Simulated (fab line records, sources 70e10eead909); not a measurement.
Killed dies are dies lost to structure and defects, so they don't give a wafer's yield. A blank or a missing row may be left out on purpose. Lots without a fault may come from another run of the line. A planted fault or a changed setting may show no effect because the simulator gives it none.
fab line records | flow nand_harc
record lots=14 wafers=42 last_day=24
route steps=1159 shown P_CONTACT@249 P_M0@270
lots that met no fault: from a run of the same line without faults
start_h: hours from the record's first day to the start of the lot's first wafer shown | wait_h: hours since the lot's step before | " the same as in the row above | L1.1+2: a row that stands for several wafers | - no value, or no start given | * or withheld: withheld | < > ~ a bound
route shown NAME@n: a module of which the file shows steps, and the number in the route of the first | usual: mean/standard deviation of fault-free wafers | same: alike in all rows | chamber/n: place in a boat | sites: the reading at each site | _std_site: their standard deviation | _edge_site: outer sites' mean less inner sites' | radius_mm: how far each site lies from the wafer's centre | mask NAME#n: copy n | behind: the tool/chamber that last shaped the wafer | hold: why the lot was held/for how many hours/how that ended | device: the transistor (n, p or np) that didn't switch | end of line: the same wafers' tests at the end of the route | a step without rows: its recipe alone | killed: dies lost to structure and defects at the first sort, not the wafer's yield | map: a wafer's dies, x killed, . not, _ none there
set.NAME: the setting as run; set.NAME@STEP: as run at that earlier step | model.NAME: the simulator's own value behind a step, which no gauge read
steps of the route over a sample of lots; a table a step, a row a wafer
services: from which hour (start_h, from the record's first day; less than 0 if before it) a tool's chamber was out of use, for how many hours, and why
## steps
# step NHARC_P_CONTACT_CMP_24
# recipe t_overpolish_s=30 target_thk_nm=200
# usual motor_current_A=12.5/1.3 overpolish_run_s=30.000/0.0091 time_to_endpoint_s=39.4/2.2
# columns lot.wafer tool chamber start_h wait_h motor_current_A overpolish_run_s time_to_endpoint_s
L435.2 cmp-01 2 113.89 0.6 10.1 30.000 38.3
L435.6 " 0 " " 12.2 30.013 42.7
L435.5 " 1 " " 12.3 30.005 40.0
L436.3 cmp-03 3 114.37 0.3 14.2 30.004 35.5
L436.4 " 2 " " 11.3 30.009 40.4
L436.5 " 0 " " 11.0 30.000 39.5
L437.1 cmp-01 1 133.27 0.6 12.3 30.001 41.7
L437.2 " 2 " " 10.7 29.997 38.6
L437.5 " 3 " " 13.3 30.003 42.4
L440.2 cmp-02 1 146.62 0.6 14.1 29.988 40.4
L440.6 " 1 " " 13.9 30.000 39.6
L440.5 " 2 " " 13.2 30.007 37.7
L439.3 cmp-03 2 146.65 0.4 10.9 29.992 42.8
L439.2 " 3 " " 14.4 29.988 39.5
L439.1 " 1 " " 12.0 30.000 39.4
L441.3 cmp-02 0 147.15 0.4 12.5 30.008 39.3
L441.4 " 1 " " 13.7 30.006 36.8
L441.5 " 1 " " 13.6 29.998 37.5
L450.3 cmp-03 1 206.82 0.3 12.9 29.983 38.4
L450.4 " 2 " " 10.9 30.016 38.0
L450.6 " 1 " " 12.4 29.995 36.7
L451.2 cmp-02 1 219.53 0.5 14.5 30.005 42.8
L451.4 " 0 " " 12.9 29.990 43.4
L451.5 " 1 " " 14.7 29.994 44.2
L452.3 cmp-03 3 220.01 0.4 15.2 29.994 36.5
L452.2 " 0 " " 11.8 30.005 37.6
L452.5 " 2 " " 11.1 29.988 34.3
L454.2 cmp-02 2 222.94 0.5 12.8 30.010 39.5
L454.1 " 1 " " 14.4 29.999 40.6
L454.6 " 3 " " 11.0 30.006 41.1
L453.3 cmp-03 1 224.36 0.4 12.9 29.997 40.8
L453.1 " 3 " " 15.5 29.999 35.8
L453.6 " 0 " " 11.7 30.006 38.8
L456.3 cmp-02 1 234.57 0.4 13.0 30.011 39.0
L456.2 " 3 " " 11.5 30.002 40.4
L456.6 " 2 " " 13.1 30.017 39.7
L457.4 cmp-03 3 241.99 0.4 15.2 29.990 35.3
L457.2 " 0 " " 11.3 29.991 41.6
L457.3 " 2 " " 11.0 30.011 37.8
L458.4 cmp-03 1 249.74 0.4 12.4 30.000 39.4
L458.1 " 3 " " 15.0 29.996 37.8
L458.2 " 0 " " 11.8 29.990 40.5
# step NHARC_P_M0_STRIP_18
# recipe power_w=1000 n2_flow_sccm=150 h2_flow_sccm=150 ar_flow_sccm=0 bias_w=0 chemistry=N2/H2
# usual drypump_motor_current_A=5.5/0.45 h2_flow_sccm=150.0/0.46 oes_product_au=0.999/0.0076 rf_fwd_power_W=997.1/2.7 rf_vpp_V=90.9/0.91 showerhead_plenum_p_Torr=2.07/0.062 throttle_valve_pct=14.173/0.0087
# columns lot.wafer tool chamber start_h wait_h drypump_motor_current_A h2_flow_sccm oes_product_au rf_fwd_power_W rf_hours_counter_h rf_vpp_V showerhead_plenum_p_Torr throttle_valve_pct
L435.2 rie_diel-09 3 115.66 0.1 5.5 150.5 1.004 1000.9 2 92.0 2.02 14.179
L435.5 " 0 " " 5.7 150.4 1.001 989.1 - 91.7 2.14 14.178
L435.6 " 1 " " 5.2 150.7 0.993 998.7 - 91.6 2.05 14.175
L436.3 rie_diel-09 3 116.22 0.1 5.4 149.6 0.993 991.2 2 90.7 2.02 14.178
L436.4 " 1 " " 5.3 149.8 0.994 996.5 2 91.2 2.05 14.179
L436.5 " 3 " " 5.4 150.3 0.984 997.4 - 88.4 2.02 14.169
L437.1 rie_diel-07 0 135.65 0.1 5.5 150.3 0.992 1001.2 5 88.4 1.98 14.169
L437.2 " 2 " " 5.4 151.4 0.990 992.8 6 90.9 2.04 14.174
L437.5 " 3 " " 4.9 150.2 1.006 996.0 - 91.1 2.14 14.159
L440.2 rie_diel-09 0 148.54 0.1 5.7 149.7 1.003 995.4 6 90.5 2.14 14.171
L440.5 " 1 " " 5.3 150.3 0.995 1001.6 - 90.1 2.05 14.166
L440.6 " 0 " " 5.7 149.7 0.998 995.7 - 90.4 2.14 14.173
L439.2 rie_diel-06 1 148.64 0.1 4.9 150.5 1.006 1000.5 4 91.1 2.02 14.180
L439.1 " 2 " " 4.7 150.1 0.995 993.6 5 91.9 2.12 14.175
L439.3 " 0 " " 6.3 149.8 1.010 1000.9 5 91.5 2.02 14.168
L441.4 rie_diel-06 1 149.10 0.1 4.9 149.8 1.009 1000.3 4 90.9 2.02 14.171
L441.3 " 2 " " 4.7 150.7 0.990 999.4 5 92.9 2.12 14.174
L441.5 " 3 " " 6.7 150.6 0.997 994.7 - 91.8 2.14 14.181
L450.4 rie_diel-07 3 209.16 0.1 4.9 149.9 0.997 999.1 12 91.1 2.13 14.186
L450.3 " 2 " " 5.3 149.4 1.007 997.5 11 91.5 2.04 14.180
L450.6 " 0 " " 5.5 149.8 1.003 999.8 - 89.6 1.98 14.181
L451.2 rie_diel-09 3 221.64 0.1 5.4 149.9 0.995 995.8 11 90.2 2.01 14.173
L451.4 " 2 " " 5.9 149.8 0.992 1002.0 - 89.8 1.99 14.173
L451.5 " 3 " " 5.4 149.6 0.991 1001.1 - 90.1 2.01 14.165
L452.3 rie_diel-09 2 221.95 0.1 5.9 149.5 1.002 998.4 9 90.5 1.99 14.176
L452.2 " 3 " " 5.5 150.3 1.012 995.4 11 90.1 2.01 14.165
L452.5 " 2 " " 5.9 149.0 1.003 997.0 - 92.0 1.99 14.176
L454.1 rie_diel-06 1 224.86 0.1 4.9 150.1 1.017 998.9 8 90.4 2.02 14.164
L454.2 " 2 " " 4.8 150.0 1.006 998.9 10 90.9 2.12 14.171
L454.6 " 1 " " 4.9 149.8 1.016 997.5 - 91.2 2.02 14.171
L453.3 rie_diel-07 0 226.37 0.1 5.5 150.0 0.998 998.4 12 92.2 1.98 14.176
L453.1 " 1 " " 5.6 150.1 0.985 994.6 11 91.6 2.15 14.174
L453.6 " 0 " " 5.5 149.9 0.987 991.9 - 89.6 1.98 14.184
L456.3 rie_diel-09 0 236.68 0.1 5.7 150.4 0.990 999.3 12 91.7 2.14 14.166
L456.2 " 2 " " 5.9 149.8 1.001 994.1 10 90.0 1.99 14.181
L456.6 " 0 " " 5.7 150.3 0.997 997.6 - 91.2 2.14 14.173
L457.4 rie_diel-09 1 243.79 0.1 5.3 149.2 1.004 996.7 10 90.7 2.05 14.162
L457.2 " 2 " " 5.9 150.2 0.992 997.7 11 90.3 1.99 14.179
L457.3 " 3 " " 5.5 150.4 1.003 994.1 12 90.0 2.01 14.158
L458.4 rie_diel-06 2 251.63 0.1 4.8 150.7 0.979 994.8 0 90.3 2.12 14.169
L458.2 " 3 " " 6.7 149.5 1.001 999.2 0 91.0 2.14 14.169
L458.1 " 0 " " 6.3 150.6 1.007 1000.9 0 89.6 2.02 14.173
# step NHARC_P_M0_ECD_22
# recipe target_thk_a=4000 bath_temp_c=25 material=Cu
# columns lot.wafer tool chamber start_h wait_h
L435.2+6+5 ecd_cu-02 0,0,1 116.49 -
L436.3+4+5 ecd_cu-01 1,0,0 117.19 -
L437.1+2+5 ecd_cu-01 0,1,0 136.53 -
L440.2+5+6 ecd_cu-01 0,0,1 149.54 -
L439.1+2+3 ecd_cu-01 0,1,1 149.85 -
L441.3+4+5 ecd_cu-02 1,0,0 150.06 -
L450.3+4+6 ecd_cu-02 1,0,0 210.16 -
L451.2+4+5 ecd_cu-01 1,0,1 222.55 -
L452.2+3+5 ecd_cu-01 1,0,0 223.16 -
L454.2+1+6 ecd_cu-02 0,1,0 225.76 -
L453.1+3+6 ecd_cu-01 0,1,1 227.27 -
L456.2+3+6 ecd_cu-02 0,1,0 237.64 -
L457.2+4+3 ecd_cu-01 0,0,1 244.67 -
L458.1+2+4 ecd_cu-01 0,1,0 252.88 -
# step NHARC_P_M0_CMP_23
# recipe t_overpolish_s=20 target_thk_nm=117.53
# usual motor_current_A=12.7/1.6 time_to_endpoint_s=27.9/2.2
# columns lot.wafer tool chamber start_h wait_h motor_current_A time_to_endpoint_s
L435.2 cmp-03 3 117.25 - 15.0 26.2
L435.6 " 2 " " 11.1 29.3
L435.5 " 3 " " 14.4 26.4
L436.3 cmp-04 1 117.88 - 12.7 28.1
L436.4 " 3 " " 11.2 24.6
L436.5 " 1 " " 13.0 26.6
L437.1 cmp-02 0 137.25 - 13.4 28.1
L437.2 " 1 " " 14.3 27.9
L437.5 " 0 " " 12.9 28.0
L440.2 cmp-04 3 150.27 - 11.8 10.8
L440.6 " 3 " " 11.0 30.4
L440.5 " 0 " " 11.7 31.7
L439.1 cmp-02 0 150.61 - 12.8 8.0
L439.3 " 1 " " 13.7 28.1
L439.2 " 2 " " 13.8 8.0
L441.4 cmp-03 3 150.70 - 16.0 25.5
L441.3 " 0 " " 11.5 29.0
L441.5 " 2 " " 10.6 28.3
L450.3 cmp-04 3 210.81 - 10.9 27.4
L450.4 " 0 " " 12.1 33.4
L450.6 " 2 " " 15.0 32.7
L451.2 cmp-03 2 223.28 - 11.1 27.5
L451.4 " 1 " " 12.6 27.4
L451.5 " 2 " " 10.8 29.5
L452.2 cmp-04 2 223.94 - 15.2 30.5
L452.3 " 0 " " 11.6 29.3
L452.5 " 1 " " 13.3 32.2
L454.2 cmp-04 3 226.48 - 10.8 28.3
L454.1 " 1 " " 12.3 32.4
L454.6 " 0 " " 12.4 31.8
L453.1 cmp-04 1 228.08 - 13.1 24.5
L453.3 " 2 " " 15.4 25.9
L453.6 " 3 " " 12.2 24.5
L456.2 cmp-03 0 238.32 - 11.4 29.0
L456.3 " 1 " " 12.6 26.2
L456.6 " 0 " " 11.5 29.5
L457.2 cmp-04 3 245.45 - 10.5 25.7
L457.3 " 0 " " 11.6 26.8
L457.4 " 2 " " 15.3 28.4
L458.2 cmp-03 2 253.63 - 10.9 27.6
L458.4 " 3 " " 14.8 23.9
L458.1 " 0 " " 11.8 28.4
# step NHARC_P_M0_INSPECT_27
# usual raw_defect_count=320/150
# columns lot.wafer tool chamber start_h wait_h raw_defect_count
L435.2 defect_inspect-01 - 117.69 0.0 202
L435.5 " - " " 337
L435.6 " - " " 177
L436.3 defect_inspect-01 - 118.32 0.0 359
L436.4 " - " " 452
L436.5 " - " " 324
L437.1 defect_inspect-02 - 137.74 0.0 249
L437.2 " - " " 246
L437.5 " - " " 501
L440.2 defect_inspect-01 - 150.75 0.0 383
L440.5 " - " " 376
L440.6 " - " " 650
L439.1 defect_inspect-01 - 151.06 0.0 391
L439.2 " - " " 871
L439.3 " - " " 363
L441.3 defect_inspect-02 - 151.15 0.0 247
L441.4 " - " " 240
L441.5 " - " " 262
L450.3 defect_inspect-01 - 211.28 0.0 340
L450.4 " - " " 459
L450.6 " - " " 289
L451.2 defect_inspect-02 - 223.76 0.0 320
L451.4 " - " " 385
L451.5 " - " " 533
L452.2 defect_inspect-02 - 224.38 0.0 133
L452.3 " - " " 206
L452.5 " - " " 202
L454.1 defect_inspect-02 - 226.94 0.0 176
L454.2 " - " " 141
L454.6 " - " " 228
L453.1 defect_inspect-01 - 228.50 0.0 283
L453.3 " - " " 302
L453.6 " - " " 356
L456.2 defect_inspect-02 - 238.79 0.0 425
L456.3 " - " " 310
L456.6 " - " " 316
L457.2 defect_inspect-02 - 245.92 0.0 257
L457.3 " - " " 303
L457.4 " - " " 282
L458.1 defect_inspect-02 - 254.07 0.0 142
L458.2 " - " " 144
L458.4 " - " " 180
## services
# columns tool chamber start_h hours kind
ecd_cu-01 - 96.14 8.0 pm
cmp-03 - 96.85 0.9 repair
cmp-04 - 105.11 4.0 pm
rie_diel-09 1 109.81 2.5 repair
rie_diel-07 1 114.16 2.4 repair
cmp-04 - 114.56 0.2 repair
rie_diel-07 - 128.03 0.5 repair
cmp-02 - 128.62 4.0 pm
rie_diel-06 - 130.10 0.2 repair
rie_diel-09 2 130.72 19.2 repair
cmp-03 - 144.78 0.5 repair
rie_diel-09 3 146.04 5.1 repair
cmp-04 - 154.28 1.1 repair
cmp-03 - 158.89 4.0 pm
cmp-03 - 168.37 3.5 repair
ecd_cu-02 - 180.00 8.0 pm
cmp-02 - 201.78 12.6 repair
cmp-04 - 203.11 4.0 pm
rie_diel-09 1 207.74 32.3 repair
rie_diel-06 1 208.61 9.3 repair
ecd_cu-02 - 212.91 11.2 repair
cmp-02 - 226.62 4.0 pm
cmp-03 - 227.37 2.7 repair
rie_diel-06 - 241.47 9.0 pm
## key
first_sign step=NHARC_P_M0_CMP_23 reading=time_to_endpoint_s direction=down sigmas=8.7 usual=* struck=*
effect none on later readings
met_at NHARC_P_M0_ECD_22
struck_lots L439,L440
struck_wafers L439.1,L439.2,L440.2
later_rows_left_out L439.1,L439.2,L440.2
sort_left_out L439.1,L439.2,L440.2
not_acting_at NHARC_P_CONTACT_CMP_24,NHARC_P_M0_STRIP_18,NHARC_P_M0_INSPECT_27
onset_between 136.53 149.54
fault kind=process_parameter_drift tool=ecd_cu-01 chamber=- onset_h=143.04 steps=NHARC_P_M0_ECD_22 channel=target_thk_a offset=* shape=step end_h=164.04 scope=struck_wafers_only acts_in=* stated=*
# sort_left_out: the simulated sort isn't trusted on such a fault, so these wafers' sort isn't shown, and their yield isn't known
# later_rows_left_out: the simulator's readings of these wafers behind a module that went badly wrong aren't trusted and aren't shown, but for the sort
